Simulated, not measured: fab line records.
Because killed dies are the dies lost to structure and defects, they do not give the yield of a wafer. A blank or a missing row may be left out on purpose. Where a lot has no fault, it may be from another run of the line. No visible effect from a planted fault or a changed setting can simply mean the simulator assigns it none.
What tool caused it? :: flow nand_harc :: 36 wafers from 12 lots sampled at 5 of the route's 1159 steps

WHAT THE GAUGES SHOWED, per wafer
NHARC_END_SORT_01. Usual: killed_at_array 28, standard deviation 11; killed_at_other 0.9, standard deviation 1.2; killed_at_periphery 2.6, standard deviation 2.1; killed_dies 31, standard deviation 11; killed_open 3.1, standard deviation 1.7; killed_short 1.9, standard deviation 1.3.
lot: L160
measured: day 24 05:40
on: prober-02
killed_at_array: 33 32 103
killed_at_other: 1 2 0
killed_at_periphery: 1 0 2
killed_dies: 35 34 105
killed_open: 1 6 2
killed_short: 5 2 2
flag: 

lot: L157
measured: day 24 22:54
on: prober-01
killed_at_array: 36 30 106
killed_at_other: 1 0 0
killed_at_periphery: 2 0 3
killed_dies: 39 30 109
killed_open: 2 0 3
killed_short: 1 2 1
flag: 

EACH LOT AND THE TOOL THAT RAN IT (in order: tool; ch and the chambers of the sampled wafers; start)
lot: L146
NHARC_A_STAIRCASE_TRIM_12: rie_diel-09 ch 1,2,3, day 10 04:07
NHARC_A_BONDPAD_ETCH_34: rie_diel-04 ch 0,1,3, day 19 06:35
NHARC_A_BONDPAD_DEGAS_25: pvd_sputter-03, day 19 07:27
NHARC_THIN_TSV_ETCH_44: rie_diel-02 ch 2,3, day 19 22:17

lot: L148
NHARC_A_STAIRCASE_TRIM_12: rie_diel-13 ch 1,2,3, day 11 11:29
NHARC_A_BONDPAD_ETCH_34: rie_diel-03 ch 1,2,3, day 19 14:41
NHARC_A_BONDPAD_DEGAS_25: pvd_sputter-01, day 19 15:34
NHARC_THIN_TSV_ETCH_44: rie_diel-02 ch 0,2,3, day 20 04:21

lot: L147
NHARC_A_STAIRCASE_TRIM_12: rie_diel-11 ch 0,2,3, day 11 11:53
NHARC_A_BONDPAD_ETCH_34: rie_diel-03 ch 1,2,3, day 19 12:35
NHARC_A_BONDPAD_DEGAS_25: pvd_sputter-02, day 19 13:28
NHARC_THIN_TSV_ETCH_44: rie_diel-06 ch 1,2,3, day 20 05:45

lot: L149
NHARC_A_STAIRCASE_TRIM_12: rie_diel-09 ch 0,1, day 11 12:01
NHARC_A_BONDPAD_ETCH_34: rie_diel-03 ch 1,2,3, day 19 18:43
NHARC_A_BONDPAD_DEGAS_25: pvd_sputter-02, day 19 19:38
NHARC_THIN_TSV_ETCH_44: rie_diel-05 ch 1,3, day 20 12:34

lot: L153
NHARC_A_STAIRCASE_TRIM_12: rie_diel-09 ch 0,2,3, day 12 16:34
NHARC_A_BONDPAD_ETCH_34: rie_diel-03 ch 0,1,3, day 24 04:01
NHARC_A_BONDPAD_DEGAS_25: pvd_sputter-01, day 24 04:52
NHARC_THIN_TSV_ETCH_44: rie_diel-06 ch 0,2,3, day 24 19:20

lot: L155
NHARC_A_STAIRCASE_TRIM_12: rie_diel-09 ch 0,2,3, day 13 04:17
NHARC_A_BONDPAD_ETCH_34: rie_diel-03 ch 0,3, day 22 20:50
NHARC_A_BONDPAD_DEGAS_25: pvd_sputter-01, day 22 21:43
NHARC_THIN_TSV_ETCH_44: rie_diel-05 ch 0,2,3, day 23 13:16

lot: L158
NHARC_A_STAIRCASE_TRIM_12: rie_diel-13 ch 0,1,2, day 13 20:42
NHARC_A_BONDPAD_ETCH_34: rie_diel-03 ch 0,1,2, day 24 10:46
NHARC_A_BONDPAD_DEGAS_25: pvd_sputter-02, day 24 11:38
NHARC_THIN_TSV_ETCH_44: rie_diel-05 ch 0,1,2, day 25 02:46

lot: L160
NHARC_A_STAIRCASE_TRIM_12: rie_diel-09 ch 1,2,3, day 13 21:05
NHARC_A_BONDPAD_ETCH_34: rie_diel-03 ch 0,1,3, day 22 21:50
NHARC_A_BONDPAD_DEGAS_25: pvd_sputter-01, day 22 22:43
NHARC_THIN_TSV_ETCH_44: rie_diel-05 ch 1,2,3, day 23 15:47

lot: L157
NHARC_A_STAIRCASE_TRIM_12: rie_diel-09 ch 0,1, day 14 00:42
NHARC_A_BONDPAD_ETCH_34: rie_diel-03 ch 1,2,3, day 23 05:53
NHARC_A_BONDPAD_DEGAS_25: pvd_sputter-03, day 23 06:43
NHARC_THIN_TSV_ETCH_44: rie_diel-05 ch 2,3, day 23 22:35

lot: L161
NHARC_A_STAIRCASE_TRIM_12: rie_diel-13 ch 0,1,2, day 14 20:14
NHARC_A_BONDPAD_ETCH_34: rie_diel-03 ch 2,3, day 24 16:33
NHARC_A_BONDPAD_DEGAS_25: pvd_sputter-01, day 24 17:25
NHARC_THIN_TSV_ETCH_44: rie_diel-02 ch 0,1, day 25 07:52

lot: L162
NHARC_A_STAIRCASE_TRIM_12: rie_diel-11 ch 0,2,3, day 14 20:28
NHARC_A_BONDPAD_ETCH_34: rie_diel-13 ch 2,3, day 24 20:49
NHARC_A_BONDPAD_DEGAS_25: pvd_sputter-01, day 24 21:57
NHARC_THIN_TSV_ETCH_44: rie_diel-05 ch 0,3, day 25 13:25

lot: L168
NHARC_A_STAIRCASE_TRIM_12: rie_diel-11 ch 0,2,3, day 16 01:05
NHARC_A_BONDPAD_ETCH_34: rie_diel-03 ch 0,1,2, day 25 07:16
NHARC_A_BONDPAD_DEGAS_25: pvd_sputter-02, day 25 08:17
NHARC_THIN_TSV_ETCH_44: rie_diel-02 ch 0,1,3, day 26 00:24
- NHARC_A_STAIRCASE_TRIM_12: chemistry O2, time 211.2 s.
- NHARC_A_BONDPAD_ETCH_34: etches the open film in N2/H2, target depth 60 nm, overetch 18 nm, time 65.91 s.
- NHARC_A_BONDPAD_DEGAS_25: time 60 s.
- NHARC_THIN_TSV_ETCH_44: etches the open film in CF4/O2, target depth 1594.2 nm, time 797.1 s.

WHAT THE TOOLS THEMSELVES READ (means of the sampled wafers that have a number; where no wafer has one, the mark that the record gives instead)
NHARC_A_STAIRCASE_TRIM_12. Usual: drypump_motor_current_A 5.5 A, standard deviation 0.39; oes_product_au 1.001 a.u., standard deviation 0.0089; rf_vpp_V 57.6 V, standard deviation 0.94; showerhead_plenum_p_Torr 3.51 Torr, standard deviation 0.15; throttle_valve_pct 17.037 %, standard deviation 0.0087.
lot: L146
tool: rie_diel-09
drypump_motor_current_A (A): 5.3
oes_product_au (a.u.): 0.996
rf_vpp_V (V): 58.2
showerhead_plenum_p_Torr (Torr): 3.47
throttle_valve_pct (%): 17.040
flag: 

lot: L148
tool: rie_diel-13
drypump_motor_current_A (A): 5.9
oes_product_au (a.u.): 0.996
rf_vpp_V (V): 57.9
showerhead_plenum_p_Torr (Torr): 3.36
throttle_valve_pct (%): 17.045
flag: 

lot: L147
tool: rie_diel-11
drypump_motor_current_A (A): 5.7
oes_product_au (a.u.): 1.002
rf_vpp_V (V): 57.5
showerhead_plenum_p_Torr (Torr): 3.42
throttle_valve_pct (%): 17.037
flag: 

lot: L149
tool: rie_diel-09
drypump_motor_current_A (A): 5.2
oes_product_au (a.u.): 0.991
rf_vpp_V (V): 57.8
showerhead_plenum_p_Torr (Torr): 3.30
throttle_valve_pct (%): 17.042
flag: 

lot: L153
tool: rie_diel-09
drypump_motor_current_A (A): 5.1
oes_product_au (a.u.): 1.004
rf_vpp_V (V): 57.4
showerhead_plenum_p_Torr (Torr): 3.49
throttle_valve_pct (%): 17.027
flag: 

lot: L155
tool: rie_diel-09
drypump_motor_current_A (A): 5.1
oes_product_au (a.u.): 0.996
rf_vpp_V (V): 58.3
showerhead_plenum_p_Torr (Torr): 3.49
throttle_valve_pct (%): 17.036
flag: 

lot: L158
tool: rie_diel-13
drypump_motor_current_A (A): 5.5
oes_product_au (a.u.): 1.002
rf_vpp_V (V): 58.3
showerhead_plenum_p_Torr (Torr): 3.45
throttle_valve_pct (%): 17.038
flag: 

lot: L160
tool: rie_diel-09
drypump_motor_current_A (A): 5.3
oes_product_au (a.u.): 0.998
rf_vpp_V (V): 57.4
showerhead_plenum_p_Torr (Torr): 3.63
throttle_valve_pct (%): 17.035
flag: 

lot: L157
tool: rie_diel-09
drypump_motor_current_A (A): 5.0
oes_product_au (a.u.): 0.994
rf_vpp_V (V): 57.2
showerhead_plenum_p_Torr (Torr): 3.50
throttle_valve_pct (%): 17.041
flag: 

lot: L161
tool: rie_diel-13
drypump_motor_current_A (A): 5.5
oes_product_au (a.u.): 1.011
rf_vpp_V (V): 57.1
showerhead_plenum_p_Torr (Torr): 3.45
throttle_valve_pct (%): 17.032
flag: 

lot: L162
tool: rie_diel-11
drypump_motor_current_A (A): 5.7
oes_product_au (a.u.): 1.005
rf_vpp_V (V): 57.4
showerhead_plenum_p_Torr (Torr): 3.40
throttle_valve_pct (%): 17.039
flag: 

lot: L168
tool: rie_diel-11
drypump_motor_current_A (A): 5.7
oes_product_au (a.u.): 1.012
rf_vpp_V (V): 57.2
showerhead_plenum_p_Torr (Torr): 3.40
throttle_valve_pct (%): 17.039
flag: 

NHARC_A_BONDPAD_ETCH_34. Usual: drypump_motor_current_A 5.61 A, standard deviation 0.3; oes_product_au 0.999 a.u., standard deviation 0.0071; rf_vpp_V 429.5 V, standard deviation 1.8; showerhead_plenum_p_Torr 2.00 Torr, standard deviation 0.057; throttle_valve_pct 14.171 %, standard deviation 0.0088.
lot: L146
tool: rie_diel-04
drypump_motor_current_A (A): 5.45
oes_product_au (a.u.): 0.998
rf_vpp_V (V): 429.6
showerhead_plenum_p_Torr (Torr): 1.99
throttle_valve_pct (%): 14.168
flag: 

lot: L148
tool: rie_diel-03
drypump_motor_current_A (A): 5.55
oes_product_au (a.u.): 0.993
rf_vpp_V (V): 429.9
showerhead_plenum_p_Torr (Torr): 2.02
throttle_valve_pct (%): 14.165
flag: 

lot: L147
tool: rie_diel-03
drypump_motor_current_A (A): 5.55
oes_product_au (a.u.): 0.999
rf_vpp_V (V): 430.1
showerhead_plenum_p_Torr (Torr): 2.02
throttle_valve_pct (%): 14.176
flag: 

lot: L149
tool: rie_diel-03
drypump_motor_current_A (A): 5.56
oes_product_au (a.u.): 1.000
rf_vpp_V (V): 431.1
showerhead_plenum_p_Torr (Torr): 2.02
throttle_valve_pct (%): 14.161
flag: 

lot: L153
tool: rie_diel-03
drypump_motor_current_A (A): 5.72
oes_product_au (a.u.): 0.999
rf_vpp_V (V): 429.6
showerhead_plenum_p_Torr (Torr): 2.00
throttle_valve_pct (%): 14.180
flag: 

lot: L155
tool: rie_diel-03
drypump_motor_current_A (A): 5.69
oes_product_au (a.u.): 0.996
rf_vpp_V (V): 429.2
showerhead_plenum_p_Torr (Torr): 1.97
throttle_valve_pct (%): 14.170
flag: 

lot: L158
tool: rie_diel-03
drypump_motor_current_A (A): 5.68
oes_product_au (a.u.): 1.002
rf_vpp_V (V): 429.8
showerhead_plenum_p_Torr (Torr): 2.02
throttle_valve_pct (%): 14.176
flag: 

lot: L160
tool: rie_diel-03
drypump_motor_current_A (A): 5.71
oes_product_au (a.u.): 1.007
rf_vpp_V (V): 429.1
showerhead_plenum_p_Torr (Torr): 2.00
throttle_valve_pct (%): 14.172
flag: 

lot: L157
tool: rie_diel-03
drypump_motor_current_A (A): 5.54
oes_product_au (a.u.): 0.997
rf_vpp_V (V): 429.7
showerhead_plenum_p_Torr (Torr): 2.02
throttle_valve_pct (%): 14.175
flag: 

lot: L161
tool: rie_diel-03
drypump_motor_current_A (A): 5.52
oes_product_au (a.u.): 1.001
rf_vpp_V (V): 429.2
showerhead_plenum_p_Torr (Torr): 1.99
throttle_valve_pct (%): 14.172
flag: 

lot: L162
tool: rie_diel-13
drypump_motor_current_A (A): 6.25
oes_product_au (a.u.): 0.989
rf_vpp_V (V): 431.6
showerhead_plenum_p_Torr (Torr): 2.08
throttle_valve_pct (%): 14.170
flag: 

lot: L168
tool: rie_diel-03
drypump_motor_current_A (A): 5.69
oes_product_au (a.u.): 0.986
rf_vpp_V (V): 429.9
showerhead_plenum_p_Torr (Torr): 2.02
throttle_valve_pct (%): 14.171
flag: 

NHARC_A_BONDPAD_DEGAS_25. Usual: heater_power_w at 487 W, with a standard deviation of 38.
lot: L146
tool: pvd_sputter-03
heater_power_w (W): 516
flag: 

lot: L148
tool: pvd_sputter-01
heater_power_w (W): 495
flag: 

lot: L147
tool: pvd_sputter-02
heater_power_w (W): 489
flag: 

lot: L149
tool: pvd_sputter-02
heater_power_w (W): 498
flag: 

lot: L153
tool: pvd_sputter-01
heater_power_w (W): 502
flag: 

lot: L155
tool: pvd_sputter-01
heater_power_w (W): 496
flag: 

lot: L158
tool: pvd_sputter-02
heater_power_w (W): 455
flag: 

lot: L160
tool: pvd_sputter-01
heater_power_w (W): 493
flag: 

lot: L157
tool: pvd_sputter-03
heater_power_w (W): 443
flag: 

lot: L161
tool: pvd_sputter-01
heater_power_w (W): 502
flag: 

lot: L162
tool: pvd_sputter-01
heater_power_w (W): 507
flag: 

lot: L168
tool: pvd_sputter-02
heater_power_w (W): 475
flag: 

NHARC_THIN_TSV_ETCH_44. Usual: drypump_motor_current_A 5.6 A, standard deviation 0.38; oes_product_au 1.000 a.u., standard deviation 0.0067; rf_vpp_V 795 V, standard deviation 4.7; showerhead_plenum_p_Torr 1.84 Torr, standard deviation 0.075; throttle_valve_pct 16.915 %, standard deviation 0.0091.
lot: L146
tool: rie_diel-02
drypump_motor_current_A (A): 5.6
oes_product_au (a.u.): 0.998
rf_vpp_V (V): 796
showerhead_plenum_p_Torr (Torr): 1.85
throttle_valve_pct (%): 16.908
flag: 

lot: L148
tool: rie_diel-02
drypump_motor_current_A (A): 5.8
oes_product_au (a.u.): 0.995
rf_vpp_V (V): 795
showerhead_plenum_p_Torr (Torr): 1.85
throttle_valve_pct (%): 16.909
flag: 

lot: L147
tool: rie_diel-06
drypump_motor_current_A (A): 5.6
oes_product_au (a.u.): 1.000
rf_vpp_V (V): 798
showerhead_plenum_p_Torr (Torr): 1.90
throttle_valve_pct (%): 16.915
flag: 

lot: L149
tool: rie_diel-05
drypump_motor_current_A (A): 5.9
oes_product_au (a.u.): 0.995
rf_vpp_V (V): 794
showerhead_plenum_p_Torr (Torr): 1.82
throttle_valve_pct (%): 16.924
flag: 

lot: L153
tool: rie_diel-06
drypump_motor_current_A (A): 5.5
oes_product_au (a.u.): 1.001
rf_vpp_V (V): 794
showerhead_plenum_p_Torr (Torr): 1.82
throttle_valve_pct (%): 16.918
flag: 

lot: L155
tool: rie_diel-05
drypump_motor_current_A (A): 5.1
oes_product_au (a.u.): 0.998
rf_vpp_V (V): 793
showerhead_plenum_p_Torr (Torr): 1.80
throttle_valve_pct (%): 16.914
flag: 

lot: L158
tool: rie_diel-05
drypump_motor_current_A (A): 5.5
oes_product_au (a.u.): 0.996
rf_vpp_V (V): 791
showerhead_plenum_p_Torr (Torr): 1.79
throttle_valve_pct (%): 16.909
flag: 

lot: L160
tool: rie_diel-05
drypump_motor_current_A (A): 5.5
oes_product_au (a.u.): 1.010
rf_vpp_V (V): 792
showerhead_plenum_p_Torr (Torr): 1.80
throttle_valve_pct (%): 16.916
flag: 

lot: L157
tool: rie_diel-05
drypump_motor_current_A (A): 5.1
oes_product_au (a.u.): 0.997
rf_vpp_V (V): 791
showerhead_plenum_p_Torr (Torr): 1.78
throttle_valve_pct (%): 16.925
flag: 

lot: L161
tool: rie_diel-02
drypump_motor_current_A (A): 5.8
oes_product_au (a.u.): 0.998
rf_vpp_V (V): 795
showerhead_plenum_p_Torr (Torr): 1.84
throttle_valve_pct (%): 16.911
flag: 

lot: L162
tool: rie_diel-05
drypump_motor_current_A (A): 5.1
oes_product_au (a.u.): 0.996
rf_vpp_V (V): 794
showerhead_plenum_p_Torr (Torr): 1.83
throttle_valve_pct (%): 16.915
flag: 

lot: L168
tool: rie_diel-02
drypump_motor_current_A (A): 5.7
oes_product_au (a.u.): 1.007
rf_vpp_V (V): 795
showerhead_plenum_p_Torr (Torr): 1.84
throttle_valve_pct (%): 16.917
flag: 

THE ANSWER, worked out from the rows above alone
Rule: take the mean of a lot's wafers that have a number; if it is more than 3 standard deviations from the usual mean, the lot is off. Also off: a lot with no number at a reading for which 4 or more lots have one. All remaining lots with rows at the step are treated as sound. After the gauges, taken in route order, come the tools' own readings; for these a lot's mean is taken, as printed above. At the first step where some lot is off, the reading lying furthest off is the one used; lots without a number count as furthest.
No lot is off on any of the readings shown, so nothing can be concluded from this.

WHAT THE SIMULATOR PUT IN
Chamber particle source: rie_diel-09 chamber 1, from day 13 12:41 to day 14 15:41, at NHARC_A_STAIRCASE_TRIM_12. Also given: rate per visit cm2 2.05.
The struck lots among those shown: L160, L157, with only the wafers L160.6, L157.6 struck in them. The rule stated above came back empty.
